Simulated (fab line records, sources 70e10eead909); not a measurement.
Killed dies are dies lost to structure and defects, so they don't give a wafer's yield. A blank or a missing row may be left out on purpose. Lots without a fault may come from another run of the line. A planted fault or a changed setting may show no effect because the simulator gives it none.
Chamber matching | flow nand_harc | NHARC_P_M2_DESCUM_14 on rie_diel-06: 4 sister chambers
The step chemistry O2, time 3 s. 4 wafers are shown with their chamber, then 10 later ones without.

WAFERS WITH THEIR CHAMBER
wafer  | chamber | showerhead_plenum_p_Torr (Torr)
L616.6 | 0       | 1.95
L620.6 | 1       | 2.01
L621.1 | 3       | 1.83
L621.2 | 2       | 1.80

WAFERS WITHOUT THEIR CHAMBER
wafer  | showerhead_plenum_p_Torr (Torr)
L621.5 | 1.83
L626.1 | 1.94
L626.2 | 1.80
L626.6 | 1.94
L627.2 | 2.01
L627.4 | 1.94
L627.5 | 2.01
L629.1 | 1.80
L629.3 | 2.01
L629.6 | 2.01

WHICH CHAMBER EACH WENT THROUGH
wafer  | from the rows above | in truth
L621.5 | 3                   | 3
L626.1 | 0                   | 0
L626.2 | 2                   | 2
L626.6 | 0                   | 0
L627.2 | 1                   | 1
L627.4 | 0                   | 0
L627.5 | 1                   | 1
L629.1 | 2                   | 2
L629.3 | 1                   | 1
L629.6 | 1                   | 1
Placed correctly: 10 of 10. Can't be placed from these rows: 0. Placed wrongly: 0.
How it was worked out, from the rows above alone: a wafer's distance from a chamber is the root of the sum, over the readings, of the square of ((its reading less the chamber's mean) divided by the reading's scatter). The wafer belongs to the nearest chamber; if the next one is less than 2 further off, it can't be placed. A chamber's mean is the mean of its shown wafers. The scatter: with one shown wafer a chamber, the root of the mean of the squares of how far each hidden wafer lies from its nearest shown one.
